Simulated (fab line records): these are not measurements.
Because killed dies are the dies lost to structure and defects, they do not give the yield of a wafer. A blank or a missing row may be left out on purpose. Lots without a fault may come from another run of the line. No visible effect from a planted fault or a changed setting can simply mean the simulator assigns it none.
Problem report in the 8D (eight disciplines) form, filled by code    flow n5-finfet    the parts of the form that need people (team, actions taken, sign-off) are left out
Where a reading is given only as a bound, like >300, the bound stands for it, and a mean or a difference that rests on one is marked > or <: the true number lies beyond.

== 1. WHAT WENT WRONG ==
Mean of raw-defect-count at N5_DUMMY_GATE_INSPECT_27: 1287 across 6 wafers in 2 lots; on wafers with no fault it is 306 (standard deviation 74). That puts it +13 standard deviations away from the usual mean.
The step: inspects for defects (brightfield).
Seen first at day 4 12:11 on defect-inspect-02, wafer L693.1. At this step, 21 wafers from 7 lots have a number in the record. Rule for "out", or "out of limits": more than 4 standard deviations from the usual mean. All remaining wafers that have a number are taken as sound.

== 2. WHAT THIS IS AND IS NOT ==
question                     is                      is not
which readings at this step  raw-defect-count        -
which lots                   L693, L694              L690, L691, L697, L705, L707
which wafers of those lots   all that have a number  -
read on which gauges         defect-inspect-02       defect-inspect-01
when                         from day 4 12:11        up to then (6 sound wafers); but 9 sound wafers of L697, L705, L707 came after

== 3. THE SUSPECTS, EACH WITH WHAT RULES IT OUT ==
Counting: a tool stays on the suspect list if, at a process step up to the reading, it processed all lots that are out and no sound lot following the first of them.
- ruled out: the gauge at N5_DUMMY_GATE_INSPECT_27. All the wafers that are out were read on defect-inspect-02, but those of them that N5_PASSIVATION_PROBE_49 has rows for are out there too, on other tools.
- rie-diel-01 at N5_DUMMY_GATE_ETCH_36 (etches SiARC in CF4, target depth 13 nm): ruled out as a lasting fault. Following L693 (day 4 11:08), the first lot on it that is out, the sound lots L707 were run on it.
- rie-diel-04 at N5_DUMMY_GATE_STRIP_41 (strips in O2): ruled out as a lasting fault. Following L693 (day 4 11:30), the first lot on it that is out, the sound lots L705 were run on it.
- rie-diel-02 at N5_DUMMY_GATE_ETCH_42 (etches SiO2 in CHF3/O2, target depth 3.5 nm, time 31 s): ruled out as a lasting fault. Following L693 (day 4 11:57), the first lot on it that is out, the sound lots L705 were run on it.
- wet-bench-03 at N5_DUMMY_GATE_PRECLEAN_33 (cleans in dHF, time 10 s): kept. It processed each lot that is out, first L693 at day 4 12:05, and no sound lot thereafter; up to then, the last sound lot it processed was L691 at day 4 03:51.
After counting, what remains is wet-bench-03 at N5_DUMMY_GATE_PRECLEAN_33.

== 4. THE CAUSE (what the simulator had put in) ==
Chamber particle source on wet-bench-03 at N5_DUMMY_GATE_PRECLEAN_33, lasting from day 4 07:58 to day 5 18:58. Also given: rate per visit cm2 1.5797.
Counting left only this tool.

== 5. THE EFFECT CHAIN, in route order ==
Each row: a reading whose mean over the struck wafers that have a number lies more than 3 standard deviations from the usual. Only readings whose record carries a usual standard deviation are examined. hours: median over the lots of the time between each lot's start at the first step of this table that gives one and its start at this step. sigmas: the change, counted in usual standard deviations.
hours  step                      reading               usual   on struck wafers  change  sigmas
0      N5_DUMMY_GATE_INSPECT_27  raw-defect-count      306     1287              +981    +13
1      N5_SPACER0_INSPECT_04     raw-defect-count      143     1140              +996    +29
2      N5_SD_EPI_N_INSPECT_11    raw-defect-count      2.2     >300              >+298   +99 or more
8      N5_SD_EPI_N_INSPECT_26    raw-defect-count      220     1203              +983    +21
245    N5_PASSIVATION_PROBE_49   defect-limited-yield  91.1 %  82.5              -8.6    -5.7
245    N5_PASSIVATION_PROBE_49   killed-at-front-end   41      147               +106    +7.6
245    N5_PASSIVATION_PROBE_49   killed-dies           105     206               +101    +6.0
245    N5_PASSIVATION_PROBE_49   sort_bin_5_function   5.1 %   10.2              +5.1    +5.3
245    N5_PASSIVATION_PROBE_49   sort-n-pass           1075    974               -101    -6.0
245    N5_PASSIVATION_PROBE_49   sort-yield-pct        91.1 %  82.5              -8.6    -5.7
Process steps it contains:
- N5_PASSIVATION_PROBE_49
Later steps that measure or inspect, where all struck wafers having a row at the step show a number for every such reading and not one has moved that far: N5_BEOL_M4_RC_MEAS_101.

== 6. WHAT WOULD HAVE CAUGHT IT SOONER ==
Counted from the fault's start at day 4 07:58, it took 4 hours until the first out-of-limits reading at a measuring or inspecting step in this record, taken at day 4 12:11.
Among the 2 lots that are out, L694 began N5_DUMMY_GATE_PRECLEAN_33 on wet-bench-03 after day 4 12:11. A hold on the tool at that time would have spared it.
